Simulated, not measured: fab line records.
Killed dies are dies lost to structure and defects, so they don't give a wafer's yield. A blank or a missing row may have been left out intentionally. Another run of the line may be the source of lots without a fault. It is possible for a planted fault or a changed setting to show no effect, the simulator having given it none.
Chamber matching ; flow n5_finfet ; N5_BEOL_M9_DESCUM_16 on rie_diel-04 has 4 sister chambers
The step chemistry O2, time 7.9 s. 4 wafers are shown with their chamber, then 8 later ones without.

== EACH WAFER AND ITS CHAMBER ==
wafer;chamber;showerhead_plenum_p_Torr (Torr)
L076.3;0;2.05
L076.6;3;2.05
L091.5;1;2.22
L092.1;2;2.17

== WAFERS WITHOUT THEIR CHAMBER ==
wafer;showerhead_plenum_p_Torr (Torr)
L092.2;2.22
L092.4;2.05
L093.2;2.17
L093.4;2.04
L093.6;2.05
L096.2;2.22
L096.5;2.05
L096.6;2.22

== THE CHAMBER EACH PASSED THROUGH ==
wafer;from the rows above;in truth
L092.2;1;1
L092.4;can't be placed: 0 or 3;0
L093.2;2;2
L093.4;can't be placed: 0 or 3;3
L093.6;can't be placed: 0 or 3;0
L096.2;1;1
L096.5;can't be placed: 0 or 3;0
L096.6;1;1
Correct placement for 4 of the 8. These rows do not allow placing 4 (true chamber among the candidates in 4). Wrongly placed: 0.
How it was worked out, from the rows above alone: a wafer's distance from a chamber is the root of the sum, over the readings, of the square of ((its reading less the chamber's mean) divided by the reading's scatter). The wafer belongs to the nearest chamber; if the next one is less than 2 further off, it can't be placed. The mean given for a chamber averages the wafers shown for that chamber. The scatter (one wafer shown for each chamber): square how far every hidden wafer sits from the nearest shown wafer, average those squares and take the square root.
